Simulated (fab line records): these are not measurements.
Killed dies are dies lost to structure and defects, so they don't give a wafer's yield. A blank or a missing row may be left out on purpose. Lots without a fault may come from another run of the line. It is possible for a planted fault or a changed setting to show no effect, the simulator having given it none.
What tool caused it? | flow n5-finfet | Sampling: 23 lots, 69 wafers, 6 of 1938 route steps

## WHAT EACH GAUGE READ, for each wafer
N5_BEOL_M14_THK_MEAS_01.
lot  | measured     | on            | M14_ILD_THK (nm)
L074 | day 11 04:02 | film-metro-01 | 1124 1118 1136
L077 | day 12 00:59 | film-metro-02 | 1078 1073 1103
L075 | day 12 09:18 | film-metro-02 | 1109 1108 1126
L079 | day 12 15:31 | film-metro-01 | 1102 1089 1120
L078 | day 12 16:11 | film-metro-01 | 1077 1120 1105
L076 | day 12 19:41 | film-metro-01 | 1089 1102 1111
L081 | day 14 01:57 | film-metro-01 | 1107 1136 1121
L083 | day 14 04:47 | film-metro-02 | 1110 1139 1123
L080 | day 14 08:58 | film-metro-02 | 1072 1106 1122
L085 | day 14 09:13 | film-metro-02 | 1134 1124 1149
L084 | day 14 11:16 | film-metro-02 | 1142 1117 1116
L086 | day 14 23:59 | film-metro-02 | 1140 1119 1157
L090 | day 15 05:56 | film-metro-01 | 1123 1120 1132
L087 | day 16 00:46 | film-metro-02 | 1121 1115 1127
L088 | day 16 01:10 | film-metro-02 | 1106 1123 1128
L089 | day 16 04:07 | film-metro-01 | 1107 1122 1127
L091 | day 16 04:52 | film-metro-01 | 1093 1122 1125
L092 | day 17 09:29 | film-metro-02 | 1125 1090 1099
L094 | day 17 21:28 | film-metro-01 | 1124 1091 1122
L093 | day 18 02:03 | film-metro-01 | 1120 1108 1135
L097 | day 18 11:46 | film-metro-02 | 1104 1135 1117
L096 | day 18 12:04 | film-metro-02 | 1126 1115 1150
L095 | day 18 14:59 | film-metro-02 | 1125 1128 1147

N5_BEOL_M15_CD_MEAS_10: the cd target is 360 nm.
lot  | measured     | on        | cd-nm (nm)
L074 | day 11 11:08 | cd-sem-01 | 359.5 360.3 362.1
L077 | day 12 05:42 | cd-sem-02 | 359.6 359.6 361.4
L075 | day 12 14:54 | cd-sem-02 | 359.4 359.4 358.0
L079 | day 12 19:45 | cd-sem-02 | 359.6 358.4 359.3
L078 | day 12 21:59 | cd-sem-01 | 359.0 357.6 358.2
L076 | day 13 01:57 | cd-sem-02 | 359.9 360.9 358.4
L081 | day 14 08:08 | cd-sem-03 | 360.5 361.6 361.7
L083 | day 14 10:13 | cd-sem-01 | 360.8 358.6 361.1
L080 | day 14 15:58 | cd-sem-02 | 360.9 360.3 362.2
L085 | day 14 16:17 | cd-sem-01 | 359.7 360.6 360.7
L084 | day 14 19:22 | cd-sem-03 | 361.0 361.1 357.1
L086 | day 15 05:56 | cd-sem-01 | 360.1 361.4 360.5
L090 | day 15 11:36 | cd-sem-03 | 357.3 359.8 358.4
L087 | day 16 06:26 | cd-sem-03 | 363.1 358.7 361.8
L088 | day 16 09:08 | cd-sem-01 | 363.1 360.9 360.7
L089 | day 16 09:18 | cd-sem-03 | 359.6 359.6 360.8
L091 | day 16 09:32 | cd-sem-01 | 360.1 358.6 358.7
L092 | day 17 15:34 | cd-sem-02 | 359.9 358.3 359.1
L094 | day 18 03:55 | cd-sem-02 | 360.9 359.4 358.7
L093 | day 18 07:36 | cd-sem-02 | 359.3 360.6 358.7
L097 | day 18 19:15 | cd-sem-01 | 358.8 359.7 357.6
L096 | day 18 19:43 | cd-sem-01 | 357.8 359.1 357.7
L095 | day 18 19:56 | cd-sem-01 | 361.7 360.4 361.5

## WHAT TOOL EACH LOT RAN ON (gives the tool, then ch and the chambers of the sampled wafers, and finally the start)
lot  | N5_BEOL_M14_STRIP_63                          | N5_BEOL_M14_ETCH_68                | N5_BEOL_M14_DEP_53              | N5_BEOL_M15_ILD_DEP_00
L074 | rie-diel-03 ch 0,1,3, day 11 05:52 or earlier | rie-diel-03 ch 0,3, day 11 05:52   | pecvd-01 ch 0,1,2, day 11 10:20 | pecvd-04 ch 0,1,2, day 11 10:28
L077 | rie-diel-04 ch 0,1, day 12 02:52 or earlier   | rie-diel-01 ch 0,2, day 12 02:52   | pecvd-02 ch 0,2, day 12 05:01   | pecvd-04 ch 1,2, day 12 05:08
L075 | rie-diel-04 ch 0,1, day 12 10:51 or earlier   | rie-diel-01 ch 0,3, day 12 10:51   | pecvd-03 ch 0,2, day 12 14:13   | pecvd-02 ch 0,1,2, day 12 14:21
L079 | rie-diel-01 ch 0,2, day 12 16:57 or earlier   | rie-diel-03 ch 0,2,3, day 12 16:57 | pecvd-02 ch 0,1, day 12 19:04   | pecvd-04 ch 0,2, day 12 19:12
L078 | rie-diel-01 ch 0,2, day 12 18:03 or earlier   | rie-diel-01 ch 2,3, day 12 18:03   | pecvd-01 ch 0,1, day 12 21:19   | pecvd-04 ch 0,1, day 12 21:26
L076 | rie-diel-04 ch 0,3, day 12 21:22 or earlier   | rie-diel-03 ch 1,2, day 12 21:22   | pecvd-03 ch 1,2, day 13 01:16   | pecvd-02 ch 1,2, day 13 01:23
L081 | rie-diel-04 ch 0,2,3, day 14 03:31 or earlier | rie-diel-01 ch 0,3, day 14 03:31   | pecvd-02 ch 0,1,2, day 14 07:20 | pecvd-04 ch 0,1,2, day 14 07:34
L083 | rie-diel-01 ch 0,1,2, day 14 06:56 or earlier | rie-diel-04 ch 0,3, day 14 06:56   | pecvd-03 ch 0,1, day 14 09:32   | pecvd-01 ch 1,2, day 14 09:40
L080 | rie-diel-04 ch 2,3, day 14 10:40 or earlier   | rie-diel-03 ch 0,3, day 14 10:40   | pecvd-01 ch 0,2, day 14 15:10   | pecvd-04 ch 0,1,2, day 14 15:17
L085 | rie-diel-01 ch 0,1,3, day 14 11:03 or earlier | rie-diel-04 ch 0,2,3, day 14 11:03 | pecvd-01 ch 0,1, day 14 15:29   | pecvd-04 ch 0,2, day 14 15:37
L084 | rie-diel-04 ch 0,2,3, day 14 12:42 or earlier | rie-diel-01 ch 1,2, day 14 12:42   | pecvd-01 ch 0,1,2, day 14 18:34 | pecvd-04 ch 0,1,2, day 14 18:47
L086 | rie-diel-04 ch 0,2,3, day 15 01:42 or earlier | rie-diel-03 ch 0,2,3, day 15 01:42 | pecvd-03 ch 0,2, day 15 05:14   | pecvd-04 ch 0,1,2, day 15 05:22
L090 | rie-diel-01 ch 0,1,2, day 15 07:29 or earlier | rie-diel-01 ch 0,1,3, day 15 07:29 | pecvd-01 ch 0,1, day 15 10:46   | pecvd-02 ch 0,2, day 15 10:54
L087 | rie-diel-04 ch 1,2,3, day 16 02:22 or earlier | rie-diel-01 ch 0,2,3, day 16 02:22 | pecvd-02 ch 0,2, day 16 05:37   | pecvd-04 ch 0,2, day 16 05:45
L088 | rie-diel-04 ch 1,3, day 16 03:08 or earlier   | rie-diel-04 ch 1,2,3, day 16 03:08 | pecvd-01 ch 0,1, day 16 08:18   | pecvd-04 ch 0,2, day 16 08:26
L089 | rie-diel-03 ch 1,2,3, day 16 05:54 or earlier | rie-diel-04 ch 0,2, day 16 05:54   | pecvd-02 ch 0,1, day 16 08:35   | pecvd-04 ch 0,1, day 16 08:43
L091 | rie-diel-01 ch 0,2, day 16 06:29 or earlier   | rie-diel-04 ch 0,1,3, day 16 06:29 | pecvd-03 ch 0,1,2, day 16 08:50 | pecvd-02 ch 1,2, day 16 08:58
L092 | rie-diel-01 ch 0,2,3, day 17 11:17 or earlier | rie-diel-01 ch 0,1,3, day 17 11:17 | pecvd-02 ch 0,1,2, day 17 14:46 | pecvd-04 ch 0,2, day 17 14:54
L094 | rie-diel-04 ch 0,2, day 17 23:01 or earlier   | rie-diel-04 ch 0,2, day 17 23:01   | pecvd-03 ch 0,1,2, day 18 03:07 | pecvd-04 ch 0,2, day 18 03:15
L093 | rie-diel-03 ch 0,1,3, day 18 03:44 or earlier | rie-diel-04 ch 0,1,2, day 18 03:44 | pecvd-03 ch 1,2, day 18 06:55   | pecvd-04 ch 0,2, day 18 07:03
L097 | rie-diel-01 ch 1,2, day 18 13:28 or earlier   | rie-diel-03 ch 0,1, day 18 13:28   | pecvd-01 ch 2, day 18 18:33     | pecvd-02 ch 0,1,2, day 18 18:41
L096 | rie-diel-04 ch 1,2, day 18 14:04 or earlier   | rie-diel-01 ch 0,3, day 18 14:04   | pecvd-03 ch 0,1, day 18 18:48   | pecvd-01 ch 0,2, day 18 18:56
L095 | rie-diel-01 ch 0,3, day 18 16:47 or earlier   | rie-diel-01 ch 1,2, day 18 16:47   | pecvd-03 ch 1,2, day 18 19:15   | pecvd-04 ch 0,1,2, day 18 19:23
- N5_BEOL_M14_STRIP_63: strips in O2.
- N5_BEOL_M14_ETCH_68: etches SOC in N2/H2, time 450 s.
- N5_BEOL_M14_DEP_53: deposits SiCN from 3MS/NH3, target thk 50 nm, time 17.8 s.
- N5_BEOL_M15_ILD_DEP_00: deposits SiO2 from TEOS/O2, target thk 1629.3 nm, time 346.1 s.

## AS READ BY THE TOOLS THEMSELVES (means over the sampled wafers that have a number; for cases with no such wafer, the mark the record gives instead)
N5_BEOL_M14_STRIP_63.
lot  | tool        | drypump-motor-current-A (A) | oes-product-au (a.u.) | rf-vpp-V (V) | showerhead-plenum-p-Torr (Torr) | throttle-valve-pct (%)
L074 | rie-diel-03 | 5.70                        | 0.89                  | 4.0          | 2.14                            | 16.49
L077 | rie-diel-04 | 5.79                        | 0.71                  | 2.9          | 2.00                            | 16.68
L075 | rie-diel-04 | 5.64                        | 0.70                  | 4.2          | 2.03                            | 16.67
L079 | rie-diel-01 | 5.62                        | 0.70                  | 3.6          | 2.03                            | 16.80
L078 | rie-diel-01 | 5.62                        | 0.70                  | 3.9          | 2.03                            | 16.79
L076 | rie-diel-04 | 5.33                        | 0.71                  | 3.3          | 2.07                            | 16.67
L081 | rie-diel-04 | 5.37                        | 0.87                  | 3.7          | 2.06                            | 16.38
L083 | rie-diel-01 | 5.58                        | 0.87                  | 2.9          | 2.12                            | 16.46
L080 | rie-diel-04 | 5.24                        | 0.76                  | 4.0          | 2.06                            | 16.55
L085 | rie-diel-01 | 5.40                        | 0.91                  | 3.1          | 2.13                            | 16.34
L084 | rie-diel-04 | 5.38                        | 0.85                  | 3.2          | 2.06                            | 16.39
L086 | rie-diel-04 | 5.38                        | 0.85                  | 4.2          | 2.06                            | 16.39
L090 | rie-diel-01 | 5.57                        | 0.86                  | 4.7          | 2.12                            | 16.47
L087 | rie-diel-04 | 5.51                        | 0.83                  | 3.8          | 2.11                            | 16.43
L088 | rie-diel-04 | 5.45                        | 0.76                  | 4.3          | 2.12                            | 16.58
L089 | rie-diel-03 | 5.40                        | 0.82                  | 3.6          | 2.16                            | 16.76
L091 | rie-diel-01 | 5.48                        | 0.85                  | 4.1          | 2.08                            | 16.49
L092 | rie-diel-01 | 5.45                        | 0.89                  | 3.2          | 2.12                            | 16.42
L094 | rie-diel-04 | 5.44                        | 0.87                  | 3.5          | 2.04                            | 16.28
L093 | rie-diel-03 | 5.71                        | 0.81                  | 4.4          | 2.13                            | 16.59
L097 | rie-diel-01 | 5.73                        | 0.93                  | 3.3          | 2.23                            | 16.42
L096 | rie-diel-04 | 5.74                        | 0.87                  | 2.9          | 2.16                            | 16.31
L095 | rie-diel-01 | 5.26                        | 0.80                  | 3.9          | 2.04                            | 16.46

N5_BEOL_M14_ETCH_68.
lot  | tool        | bias-w (W) | drypump-motor-current-A (A) | oes-product-au (a.u.) | rf-fwd-power-W (W) | rf-vpp-V (V) | showerhead-plenum-p-Torr (Torr) | throttle-valve-pct (%)
L074 | rie-diel-03 | 350.7      | 5.70                        | 0.87                  | 3002               | 525.8        | 2.59                            | 17.46
L077 | rie-diel-01 | 350.0      | 5.64                        | 0.72                  | 3000               | 522.1        | 2.48                            | 17.88
L075 | rie-diel-01 | 350.5      | 5.31                        | 0.73                  | 2995               | 524.2        | 2.56                            | 17.78
L079 | rie-diel-03 | 350.0      | 5.39                        | 0.85                  | 2991               | 525.3        | 2.62                            | 17.64
L078 | rie-diel-01 | 349.5      | 5.42                        | 0.79                  | 3002               | 520.9        | 2.44                            | 17.62
L076 | rie-diel-03 | 350.4      | 5.23                        | 0.89                  | 2981               | 527.3        | 2.67                            | 17.77
L081 | rie-diel-01 | 351.1      | 5.31                        | 0.92                  | 2995               | 524.3        | 2.55                            | 17.47
L083 | rie-diel-04 | 349.3      | 5.43                        | 0.89                  | 3003               | 522.5        | 2.51                            | 17.62
L080 | rie-diel-03 | 349.6      | 5.71                        | 0.84                  | 2999               | 525.1        | 2.58                            | 17.49
L085 | rie-diel-04 | 350.1      | 5.39                        | 0.86                  | 2984               | 522.1        | 2.50                            | 17.55
L084 | rie-diel-01 | 351.1      | 5.69                        | 0.86                  | 3003               | 526.5        | 2.60                            | 17.49
L086 | rie-diel-03 | 350.5      | 5.41                        | 0.82                  | 2986               | 525.8        | 2.61                            | 17.66
L090 | rie-diel-01 | 349.8      | 5.41                        | 0.89                  | 2992               | 525.8        | 2.58                            | 17.44
L087 | rie-diel-01 | 350.7      | 5.45                        | 0.80                  | 2999               | 522.6        | 2.48                            | 17.65
L088 | rie-diel-04 | 350.7      | 5.51                        | 0.83                  | 2988               | 524.2        | 2.57                            | 17.56
L089 | rie-diel-04 | 350.1      | 5.45                        | 0.89                  | 2999               | 522.1        | 2.48                            | 17.32
L091 | rie-diel-04 | 349.8      | 5.54                        | 0.84                  | 2992               | 524.9        | 2.58                            | 17.63
L092 | rie-diel-01 | 349.2      | 5.39                        | 0.86                  | 2997               | 525.3        | 2.57                            | 17.46
L094 | rie-diel-04 | 349.7      | 5.44                        | 0.87                  | 2988               | 521.5        | 2.48                            | 17.34
L093 | rie-diel-04 | 349.0      | 5.62                        | 0.88                  | 3007               | 524.5        | 2.56                            | 17.41
L097 | rie-diel-03 | 350.4      | 5.84                        | 0.83                  | 3008               | 524.8        | 2.58                            | 17.52
L096 | rie-diel-01 | 351.5      | 5.27                        | 0.81                  | 3007               | 522.8        | 2.49                            | 17.56
L095 | rie-diel-01 | 350.1      | 5.74                        | 0.92                  | 2995               | 528.9        | 2.70                            | 17.45

N5_BEOL_M14_DEP_53.
lot  | tool     | chamber-pressure-Torr (Torr) | rf-fwd-power-W (W) | showerhead-plenum-p-Torr (Torr) | throttle-valve-pct (%)
L074 | pecvd-01 | 2.999                        | 666.6              | 4.159                           | 18.5
L077 | pecvd-02 | 2.999                        | 666.8              | 4.137                           | 17.7
L075 | pecvd-03 | 2.996                        | 663.7              | 4.163                           | 17.8
L079 | pecvd-02 | 2.991                        | 666.1              | 4.145                           | 18.3
L078 | pecvd-01 | 2.997                        | 666.8              | 4.171                           | 19.4
L076 | pecvd-03 | 2.999                        | 662.9              | 4.165                           | 18.7
L081 | pecvd-02 | 3.000                        | 668.7              | 4.149                           | 17.9
L083 | pecvd-03 | 2.997                        | 663.7              | 4.159                           | 18.9
L080 | pecvd-01 | 2.991                        | 667.6              | 4.156                           | 17.7
L085 | pecvd-01 | 3.003                        | 664.2              | 4.159                           | 18.5
L084 | pecvd-01 | 3.006                        | 665.2              | 4.157                           | 18.6
L086 | pecvd-03 | 2.994                        | 665.1              | 4.154                           | 18.0
L090 | pecvd-01 | 2.998                        | 665.4              | 4.157                           | 18.4
L087 | pecvd-02 | 2.995                        | 669.2              | 4.132                           | 18.3
L088 | pecvd-01 | 2.999                        | 665.2              | 4.160                           | 18.2
L089 | pecvd-02 | 2.998                        | 666.6              | 4.153                           | 18.1
L091 | pecvd-03 | 3.008                        | 665.2              | 4.161                           | 18.4
L092 | pecvd-02 | 2.997                        | 669.3              | 4.138                           | 18.0
L094 | pecvd-03 | 2.992                        | 664.9              | 4.155                           | 18.4
L093 | pecvd-03 | 3.002                        | 663.6              | 4.171                           | 18.3
L097 | pecvd-01 | 3.006                        | 665.3              | 4.159                           | 18.0
L096 | pecvd-03 | 3.006                        | 663.5              | 4.153                           | 18.9
L095 | pecvd-03 | 3.003                        | 663.4              | 4.168                           | 18.4

N5_BEOL_M15_ILD_DEP_00.
lot  | tool     | chamber-pressure-Torr (Torr) | heater-power-outer-w (W) | heater-power-w (W) | rf-fwd-power-W (W) | showerhead-plenum-p-Torr (Torr) | throttle-valve-pct (%)
L074 | pecvd-04 | 6.502                        | 257                      | 525                | 899.4              | 8.31                            | 19.1
L077 | pecvd-04 | 6.495                        | 225                      | 450                | 901.6              | 8.33                            | 19.0
L075 | pecvd-02 | 6.494                        | 292                      | 506                | 898.3              | 8.33                            | 18.4
L079 | pecvd-04 | 6.497                        | 259                      | 552                | 896.0              | 8.31                            | 19.1
L078 | pecvd-04 | 6.515                        | 255                      | 535                | 900.8              | 8.26                            | 18.8
L076 | pecvd-02 | 6.500                        | 323                      | 557                | 897.2              | 8.33                            | 18.1
L081 | pecvd-04 | 6.510                        | 217                      | 468                | 896.1              | 8.29                            | 19.0
L083 | pecvd-01 | 6.502                        | 361                      | 650                | 896.5              | 8.35                            | 19.4
L080 | pecvd-04 | 6.513                        | 196                      | 438                | 899.5              | 8.30                            | 19.2
L085 | pecvd-04 | 6.505                        | 241                      | 528                | 895.3              | 8.32                            | 19.0
L084 | pecvd-04 | 6.494                        | 223                      | 470                | 896.7              | 8.30                            | 19.0
L086 | pecvd-04 | 6.492                        | 235                      | 491                | 897.1              | 8.30                            | 19.0
L090 | pecvd-02 | 6.494                        | 295                      | 539                | 898.1              | 8.31                            | 18.6
L087 | pecvd-04 | 6.495                        | 229                      | 505                | 899.2              | 8.31                            | 19.2
L088 | pecvd-04 | 6.491                        | 221                      | 492                | 896.0              | 8.32                            | 19.1
L089 | pecvd-04 | 6.499                        | 252                      | 524                | 895.9              | 8.26                            | 18.8
L091 | pecvd-02 | 6.504                        | 309                      | 510                | 899.4              | 8.34                            | 18.1
L092 | pecvd-04 | 6.496                        | 238                      | 533                | 899.7              | 8.28                            | 18.9
L094 | pecvd-04 | 6.486                        | 209                      | 480                | 898.0              | 8.32                            | 19.2
L093 | pecvd-04 | 6.490                        | 242                      | 522                | 899.5              | 8.31                            | 19.2
L097 | pecvd-02 | 6.495                        | 308                      | 531                | 900.7              | 8.33                            | 18.8
L096 | pecvd-01 | 6.497                        | 379                      | 681                | 899.3              | 8.35                            | 18.4
L095 | pecvd-04 | 6.500                        | 213                      | 455                | 896.2              | 8.29                            | 18.1

## THE ANSWER, worked out from the rows above alone
Rule: the lots themselves supply what counts as usual. The widest of any qualifying gaps counts: lots, ordered by their means at a reading, are off when they make up no more than a third of the lots, leave a main group of 4 or more, and stand apart from it by 3 or more times the standard deviation of that group's means. A main group is skipped when, at the precision printed for the reading in the tables above, its means are all equal. Also off: a lot with no number at a reading for which 4 or more lots have one. Any other lot the step has rows for is counted as sound. The gauges are gone through in route order, then the tools' own readings, and for those a lot's mean is taken as printed above. At the first step where some lot is off, the reading lying furthest off is the one used; lots without a number count as furthest.
Nothing can be told from this: no lot is off at any reading shown.

## WHAT THE SIMULATOR HAD INSERTED
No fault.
